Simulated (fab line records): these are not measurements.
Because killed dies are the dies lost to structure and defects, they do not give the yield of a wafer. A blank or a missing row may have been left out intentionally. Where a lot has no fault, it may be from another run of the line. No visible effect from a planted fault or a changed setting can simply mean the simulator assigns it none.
Which of the tools did it? / flow n5-finfet / 27 wafers from 9 lots sampled at 5 of the route's 1938 steps

== WHAT THE GAUGES READ, wafer by wafer ==
No reading from a measuring or inspecting step in the record can be judged against a usual standard deviation.

== WHICH TOOL RAN EACH LOT (tool, then ch and the chambers of the sampled wafers, then the start) ==
lot=L176; N5_BEOL_M9_STRIP_67=rie-diel-02 ch 0,3, day 9 23:17; N5_BEOL_M9_ETCH_65=rie-diel-05 ch 0,1,3, day 10 00:53; N5_BEOL_M9_ETCH_66=rie-diel-05 ch 0,1,3, day 10 00:55; N5_BEOL_M9_ETCH_41=rie-diel-05 ch 0,1,3, no start; N5_PASSIVATION_PROBE_49=-
lot=L177; N5_BEOL_M9_STRIP_67=rie-diel-06 ch 0,2,3, day 10 09:43; N5_BEOL_M9_ETCH_65=rie-diel-02 ch 0,1,3, day 10 10:31; N5_BEOL_M9_ETCH_66=rie-diel-02 ch 0,1,3, day 10 10:32; N5_BEOL_M9_ETCH_41=rie-diel-02 ch 0,1,3, no start; N5_PASSIVATION_PROBE_49=-
lot=L180; N5_BEOL_M9_STRIP_67=rie-diel-05 ch 1,2,3, day 12 06:35; N5_BEOL_M9_ETCH_65=rie-diel-05 ch 0,1,2, day 12 07:24; N5_BEOL_M9_ETCH_66=rie-diel-05 ch 0,1,2, day 12 07:26; N5_BEOL_M9_ETCH_41=rie-diel-05 ch 0,1,2, no start; N5_PASSIVATION_PROBE_49=-
lot=L183; N5_BEOL_M9_STRIP_67=rie-diel-06 ch 0,2, day 12 10:26; N5_BEOL_M9_ETCH_65=rie-diel-05 ch 1,2, day 12 11:21; N5_BEOL_M9_ETCH_66=rie-diel-05 ch 1,2, day 12 11:23; N5_BEOL_M9_ETCH_41=rie-diel-05 ch 1,2, day 15 01:50 or earlier; N5_PASSIVATION_PROBE_49=prober-01, day 15 01:50
lot=L188; N5_BEOL_M9_STRIP_67=rie-diel-06 ch 0,1,2, day 13 06:41; N5_BEOL_M9_ETCH_65=rie-diel-06 ch 0,1, day 13 13:04; N5_BEOL_M9_ETCH_66=rie-diel-06 ch 0,1, day 13 13:06; N5_BEOL_M9_ETCH_41=rie-diel-06 ch 0,1, no start; N5_PASSIVATION_PROBE_49=-
lot=L191; N5_BEOL_M9_STRIP_67=rie-diel-02 ch 0,2, day 14 13:53; N5_BEOL_M9_ETCH_65=rie-diel-02 ch 0,2, day 14 14:55; N5_BEOL_M9_ETCH_66=rie-diel-02 ch 0,2, day 14 14:56; N5_BEOL_M9_ETCH_41=rie-diel-02 ch 0,2, no start; N5_PASSIVATION_PROBE_49=-
lot=L194; N5_BEOL_M9_STRIP_67=rie-diel-06 ch 1,3, day 15 03:05; N5_BEOL_M9_ETCH_65=rie-diel-06 ch 1,3, day 15 06:53; N5_BEOL_M9_ETCH_66=rie-diel-06 ch 1,3, day 15 06:56; N5_BEOL_M9_ETCH_41=rie-diel-06 ch 1,3, no start; N5_PASSIVATION_PROBE_49=-
lot=L195; N5_BEOL_M9_STRIP_67=rie-diel-05 ch 0,3, day 15 09:28; N5_BEOL_M9_ETCH_65=rie-diel-06 ch 1,2,3, day 15 12:14; N5_BEOL_M9_ETCH_66=rie-diel-06 ch 1,2,3, day 15 12:16; N5_BEOL_M9_ETCH_41=rie-diel-06 ch 1,2,3, no start; N5_PASSIVATION_PROBE_49=-
lot=L196; N5_BEOL_M9_STRIP_67=rie-diel-06 ch 2,3, day 15 13:24; N5_BEOL_M9_ETCH_65=rie-diel-05 ch 1,2,3, day 15 15:23; N5_BEOL_M9_ETCH_66=rie-diel-05 ch 1,2,3, day 15 15:25; N5_BEOL_M9_ETCH_41=rie-diel-05 ch 1,2,3, no start; N5_PASSIVATION_PROBE_49=-
- N5_BEOL_M9_STRIP_67: strips in CF4.
- N5_BEOL_M9_ETCH_65: etches SiARC in CF4, target depth 15.6 nm, time 26 s.
- N5_BEOL_M9_ETCH_66: etches SOC in N2/H2, target depth 80 nm, overetch 16 nm, time 120 s.
- N5_BEOL_M9_ETCH_41: etches SiCN in CH3F/O2, target depth 36.6 nm, time 70.1 s.
- N5_PASSIVATION_PROBE_49

== AS READ BY THE TOOLS THEMSELVES (means over the sampled wafers that have a number; for cases with no such wafer, the mark the record gives instead) ==
N5_BEOL_M9_STRIP_67. Usual: chamber-pressure-mTorr 49.99 mTorr, standard deviation 0.045; drypump-motor-current-A 5.8 A, standard deviation 0.49; oes-product-au 0.80 a.u., standard deviation 0.071; rf-vpp-V 271.2 V, standard deviation 1.6; showerhead-plenum-p-Torr 1.80 Torr, standard deviation 0.064; throttle-valve-pct 13.56 %, standard deviation 0.24.
lot=L176; tool=rie-diel-02; chamber-pressure-mTorr (mTorr)=50.02; drypump-motor-current-A (A)=6.0; oes-product-au (a.u.)=0.90; rf-vpp-V (V)=272.1; showerhead-plenum-p-Torr (Torr)=1.85; throttle-valve-pct (%)=13.37; flag=
lot=L177; tool=rie-diel-06; chamber-pressure-mTorr (mTorr)=50.01; drypump-motor-current-A (A)=6.2; oes-product-au (a.u.)=0.81; rf-vpp-V (V)=271.3; showerhead-plenum-p-Torr (Torr)=1.78; throttle-valve-pct (%)=13.52; flag=
lot=L180; tool=rie-diel-05; chamber-pressure-mTorr (mTorr)=50.01; drypump-motor-current-A (A)=5.6; oes-product-au (a.u.)=0.78; rf-vpp-V (V)=272.4; showerhead-plenum-p-Torr (Torr)=1.84; throttle-valve-pct (%)=13.73; flag=
lot=L183; tool=rie-diel-06; chamber-pressure-mTorr (mTorr)=49.97; drypump-motor-current-A (A)=6.2; oes-product-au (a.u.)=0.77; rf-vpp-V (V)=271.2; showerhead-plenum-p-Torr (Torr)=1.80; throttle-valve-pct (%)=13.63; flag=
lot=L188; tool=rie-diel-06; chamber-pressure-mTorr (mTorr)=49.98; drypump-motor-current-A (A)=5.9; oes-product-au (a.u.)=0.76; rf-vpp-V (V)=271.6; showerhead-plenum-p-Torr (Torr)=1.77; throttle-valve-pct (%)=13.58; flag=
lot=L191; tool=rie-diel-02; chamber-pressure-mTorr (mTorr)=49.98; drypump-motor-current-A (A)=5.1; oes-product-au (a.u.)=0.80; rf-vpp-V (V)=269.9; showerhead-plenum-p-Torr (Torr)=1.78; throttle-valve-pct (%)=13.61; flag=
lot=L194; tool=rie-diel-06; chamber-pressure-mTorr (mTorr)=49.99; drypump-motor-current-A (A)=6.2; oes-product-au (a.u.)=0.76; rf-vpp-V (V)=269.2; showerhead-plenum-p-Torr (Torr)=1.72; throttle-valve-pct (%)=13.64; flag=
lot=L195; tool=rie-diel-05; chamber-pressure-mTorr (mTorr)=50.02; drypump-motor-current-A (A)=5.7; oes-product-au (a.u.)=0.86; rf-vpp-V (V)=273.5; showerhead-plenum-p-Torr (Torr)=1.85; throttle-valve-pct (%)=13.39; flag=
lot=L196; tool=rie-diel-06; chamber-pressure-mTorr (mTorr)=50.03; drypump-motor-current-A (A)=6.5; oes-product-au (a.u.)=0.75; rf-vpp-V (V)=270.7; showerhead-plenum-p-Torr (Torr)=1.77; throttle-valve-pct (%)=13.75; flag=

N5_BEOL_M9_ETCH_65. Usual: cf4-flow-sccm 100.0 sccm, standard deviation 0.3; chamber-pressure-mTorr 40.01 mTorr, standard deviation 0.04; drypump-motor-current-A 5.8 A, standard deviation 0.51; etch-rf-on-time-s 26.0 s, standard deviation 0.46; oes-product-au 0.68 a.u., standard deviation 0.065; rf-vpp-V 184.1 V, standard deviation 1.2; showerhead-plenum-p-Torr 2.15 Torr, standard deviation 0.075; throttle-valve-pct 15.60 %, standard deviation 0.24.
lot=L176; tool=rie-diel-05; cf4-flow-sccm (sccm)=100.1; chamber-pressure-mTorr (mTorr)=40.04; drypump-motor-current-A (A)=5.7; etch-rf-on-time-s (s)=25.7; oes-product-au (a.u.)=0.75; rf-vpp-V (V)=185.0; showerhead-plenum-p-Torr (Torr)=2.20; throttle-valve-pct (%)=15.47; flag=
lot=L177; tool=rie-diel-02; cf4-flow-sccm (sccm)=100.1; chamber-pressure-mTorr (mTorr)=39.99; drypump-motor-current-A (A)=5.7; etch-rf-on-time-s (s)=25.6; oes-product-au (a.u.)=0.72; rf-vpp-V (V)=185.3; showerhead-plenum-p-Torr (Torr)=2.22; throttle-valve-pct (%)=15.58; flag=
lot=L180; tool=rie-diel-05; cf4-flow-sccm (sccm)=77.5; chamber-pressure-mTorr (mTorr)=39.97; drypump-motor-current-A (A)=5.6; etch-rf-on-time-s (s)=26.4; oes-product-au (a.u.)=0.66; rf-vpp-V (V)=183.6; showerhead-plenum-p-Torr (Torr)=1.98; throttle-valve-pct (%)=14.74; flag=OFF
lot=L183; tool=rie-diel-05; cf4-flow-sccm (sccm)=77.3; chamber-pressure-mTorr (mTorr)=40.01; drypump-motor-current-A (A)=5.5; etch-rf-on-time-s (s)=26.6; oes-product-au (a.u.)=0.60; rf-vpp-V (V)=183.5; showerhead-plenum-p-Torr (Torr)=1.99; throttle-valve-pct (%)=15.01; flag=OFF
lot=L188; tool=rie-diel-06; cf4-flow-sccm (sccm)=100.2; chamber-pressure-mTorr (mTorr)=40.02; drypump-motor-current-A (A)=5.6; etch-rf-on-time-s (s)=26.2; oes-product-au (a.u.)=0.63; rf-vpp-V (V)=183.6; showerhead-plenum-p-Torr (Torr)=2.08; throttle-valve-pct (%)=15.56; flag=
lot=L191; tool=rie-diel-02; cf4-flow-sccm (sccm)=100.1; chamber-pressure-mTorr (mTorr)=39.98; drypump-motor-current-A (A)=5.1; etch-rf-on-time-s (s)=25.8; oes-product-au (a.u.)=0.70; rf-vpp-V (V)=184.9; showerhead-plenum-p-Torr (Torr)=2.19; throttle-valve-pct (%)=15.74; flag=
lot=L194; tool=rie-diel-06; cf4-flow-sccm (sccm)=100.1; chamber-pressure-mTorr (mTorr)=40.01; drypump-motor-current-A (A)=6.2; etch-rf-on-time-s (s)=26.2; oes-product-au (a.u.)=0.65; rf-vpp-V (V)=183.3; showerhead-plenum-p-Torr (Torr)=2.06; throttle-valve-pct (%)=15.68; flag=
lot=L195; tool=rie-diel-06; cf4-flow-sccm (sccm)=100.2; chamber-pressure-mTorr (mTorr)=40.04; drypump-motor-current-A (A)=6.2; etch-rf-on-time-s (s)=26.3; oes-product-au (a.u.)=0.63; rf-vpp-V (V)=182.9; showerhead-plenum-p-Torr (Torr)=2.08; throttle-valve-pct (%)=15.73; flag=
lot=L196; tool=rie-diel-05; cf4-flow-sccm (sccm)=99.9; chamber-pressure-mTorr (mTorr)=40.02; drypump-motor-current-A (A)=5.7; etch-rf-on-time-s (s)=25.9; oes-product-au (a.u.)=0.65; rf-vpp-V (V)=183.5; showerhead-plenum-p-Torr (Torr)=2.19; throttle-valve-pct (%)=15.81; flag=

N5_BEOL_M9_ETCH_66. Usual: chamber-pressure-mTorr 30.001 mTorr, standard deviation 0.03; drypump-motor-current-A 5.8 A, standard deviation 0.51; oes-product-au 0.61 a.u., standard deviation 0.054; rf-vpp-V 524.0 V, standard deviation 2.7; showerhead-plenum-p-Torr 2.55 Torr, standard deviation 0.092; throttle-valve-pct 17.84 %, standard deviation 0.26.
lot=L176; tool=rie-diel-05; chamber-pressure-mTorr (mTorr)=30.017; drypump-motor-current-A (A)=5.7; oes-product-au (a.u.)=0.67; rf-vpp-V (V)=525.8; showerhead-plenum-p-Torr (Torr)=2.62; throttle-valve-pct (%)=17.77; flag=
lot=L177; tool=rie-diel-02; chamber-pressure-mTorr (mTorr)=30.011; drypump-motor-current-A (A)=5.7; oes-product-au (a.u.)=0.64; rf-vpp-V (V)=526.0; showerhead-plenum-p-Torr (Torr)=2.65; throttle-valve-pct (%)=17.83; flag=
lot=L180; tool=rie-diel-05; chamber-pressure-mTorr (mTorr)=29.996; drypump-motor-current-A (A)=5.6; oes-product-au (a.u.)=0.60; rf-vpp-V (V)=524.5; showerhead-plenum-p-Torr (Torr)=2.55; throttle-valve-pct (%)=17.98; flag=
lot=L183; tool=rie-diel-05; chamber-pressure-mTorr (mTorr)=29.987; drypump-motor-current-A (A)=5.6; oes-product-au (a.u.)=0.55; rf-vpp-V (V)=523.9; showerhead-plenum-p-Torr (Torr)=2.56; throttle-valve-pct (%)=18.23; flag=
lot=L188; tool=rie-diel-06; chamber-pressure-mTorr (mTorr)=30.027; drypump-motor-current-A (A)=5.6; oes-product-au (a.u.)=0.57; rf-vpp-V (V)=522.1; showerhead-plenum-p-Torr (Torr)=2.47; throttle-valve-pct (%)=17.84; flag=
lot=L191; tool=rie-diel-02; chamber-pressure-mTorr (mTorr)=30.014; drypump-motor-current-A (A)=5.1; oes-product-au (a.u.)=0.63; rf-vpp-V (V)=526.0; showerhead-plenum-p-Torr (Torr)=2.61; throttle-valve-pct (%)=17.96; flag=
lot=L194; tool=rie-diel-06; chamber-pressure-mTorr (mTorr)=30.013; drypump-motor-current-A (A)=6.2; oes-product-au (a.u.)=0.58; rf-vpp-V (V)=520.9; showerhead-plenum-p-Torr (Torr)=2.44; throttle-valve-pct (%)=17.89; flag=
lot=L195; tool=rie-diel-06; chamber-pressure-mTorr (mTorr)=30.007; drypump-motor-current-A (A)=6.2; oes-product-au (a.u.)=0.57; rf-vpp-V (V)=521.7; showerhead-plenum-p-Torr (Torr)=2.46; throttle-valve-pct (%)=17.90; flag=
lot=L196; tool=rie-diel-05; chamber-pressure-mTorr (mTorr)=29.976; drypump-motor-current-A (A)=5.7; oes-product-au (a.u.)=0.59; rf-vpp-V (V)=526.0; showerhead-plenum-p-Torr (Torr)=2.61; throttle-valve-pct (%)=18.11; flag=

N5_BEOL_M9_ETCH_41. Usual: chamber-pressure-mTorr 29.998 mTorr, standard deviation 0.027; drypump-motor-current-A 5.8 A, standard deviation 0.51; oes-product-au 0.80 a.u., standard deviation 0.076; rf-vpp-V 297.5 V, standard deviation 1.6; showerhead-plenum-p-Torr 2.01 Torr, standard deviation 0.073; throttle-valve-pct 16.32 %, standard deviation 0.24.
lot=L176; tool=rie-diel-05; chamber-pressure-mTorr (mTorr)=30.012; drypump-motor-current-A (A)=5.7; oes-product-au (a.u.)=0.88; rf-vpp-V (V)=298.5; showerhead-plenum-p-Torr (Torr)=2.06; throttle-valve-pct (%)=16.18; flag=
lot=L177; tool=rie-diel-02; chamber-pressure-mTorr (mTorr)=29.986; drypump-motor-current-A (A)=5.7; oes-product-au (a.u.)=0.84; rf-vpp-V (V)=298.7; showerhead-plenum-p-Torr (Torr)=2.08; throttle-valve-pct (%)=16.30; flag=
lot=L180; tool=rie-diel-05; chamber-pressure-mTorr (mTorr)=29.995; drypump-motor-current-A (A)=5.6; oes-product-au (a.u.)=0.78; rf-vpp-V (V)=297.2; showerhead-plenum-p-Torr (Torr)=2.00; throttle-valve-pct (%)=16.38; flag=
lot=L183; tool=rie-diel-05; chamber-pressure-mTorr (mTorr)=30.008; drypump-motor-current-A (A)=5.5; oes-product-au (a.u.)=0.71; rf-vpp-V (V)=297.6; showerhead-plenum-p-Torr (Torr)=2.01; throttle-valve-pct (%)=16.66; flag=
lot=L188; tool=rie-diel-06; chamber-pressure-mTorr (mTorr)=30.019; drypump-motor-current-A (A)=5.6; oes-product-au (a.u.)=0.74; rf-vpp-V (V)=296.1; showerhead-plenum-p-Torr (Torr)=1.94; throttle-valve-pct (%)=16.28; flag=
lot=L191; tool=rie-diel-02; chamber-pressure-mTorr (mTorr)=30.024; drypump-motor-current-A (A)=5.1; oes-product-au (a.u.)=0.82; rf-vpp-V (V)=297.7; showerhead-plenum-p-Torr (Torr)=2.05; throttle-valve-pct (%)=16.45; flag=
lot=L194; tool=rie-diel-06; chamber-pressure-mTorr (mTorr)=29.975; drypump-motor-current-A (A)=6.2; oes-product-au (a.u.)=0.75; rf-vpp-V (V)=295.6; showerhead-plenum-p-Torr (Torr)=1.92; throttle-valve-pct (%)=16.38; flag=
lot=L195; tool=rie-diel-06; chamber-pressure-mTorr (mTorr)=30.015; drypump-motor-current-A (A)=6.2; oes-product-au (a.u.)=0.74; rf-vpp-V (V)=295.6; showerhead-plenum-p-Torr (Torr)=1.94; throttle-valve-pct (%)=16.44; flag=
lot=L196; tool=rie-diel-05; chamber-pressure-mTorr (mTorr)=30.014; drypump-motor-current-A (A)=5.7; oes-product-au (a.u.)=0.76; rf-vpp-V (V)=298.6; showerhead-plenum-p-Torr (Torr)=2.05; throttle-valve-pct (%)=16.51; flag=

N5_PASSIVATION_PROBE_49. Usual: defect-limited-yield 91.2 %, standard deviation 1.5; killed_at_M0_to_M3 35, standard deviation 11; killed_at_M4_up 13, standard deviation 5.6; killed-at-contacts 13, standard deviation 6.3; killed-at-front-end 38, standard deviation 12; killed-at-other 3.7, standard deviation 2.9; killed-dies 104, standard deviation 18; killed-open 69, standard deviation 13; killed-short 34, standard deviation 8.3; sort_bin_5_function 5.2 %, standard deviation 0.95; sort_bin_6_memory 3.3 %, standard deviation 0.68; sort-n-pass 1076, standard deviation 18; sort-yield-pct 91.2 %, standard deviation 1.5.
lot=L183; tool=prober-01; defect-limited-yield (%)=90.5; killed_at_M0_to_M3=46; killed_at_M4_up=14; killed-at-contacts=14; killed-at-front-end=34; killed-at-other=2.5; killed-dies=112; killed-open=72; killed-short=38; sort_bin_5_function (%)=5.6; sort_bin_6_memory (%)=3.5; sort-n-pass=1068; sort-yield-pct (%)=90.5; flag=

== THE ANSWER, worked out from the rows above alone ==
Rule: lot off if the mean of its wafers having a number is beyond 3 standard deviations from the usual mean. Also off: a lot with no number at a reading for which 4 or more lots have one. All remaining lots with rows at the step are treated as sound. Order of review: gauges by route order, followed by the tools' own readings, for which a lot's mean as printed above is used. At the first step where some lot is off, the reading lying furthest off is the one used; lots without a number count as furthest.
Off: L180, L183, at N5_BEOL_M9_ETCH_65 (cf4-flow-sccm).
A tool fits if, at that step or a process step before it, it ran every lot that is off, and no sound lot after the first of them. No candidate that was tried fits.

== WHAT THE SIMULATOR HAD PUT IN ==
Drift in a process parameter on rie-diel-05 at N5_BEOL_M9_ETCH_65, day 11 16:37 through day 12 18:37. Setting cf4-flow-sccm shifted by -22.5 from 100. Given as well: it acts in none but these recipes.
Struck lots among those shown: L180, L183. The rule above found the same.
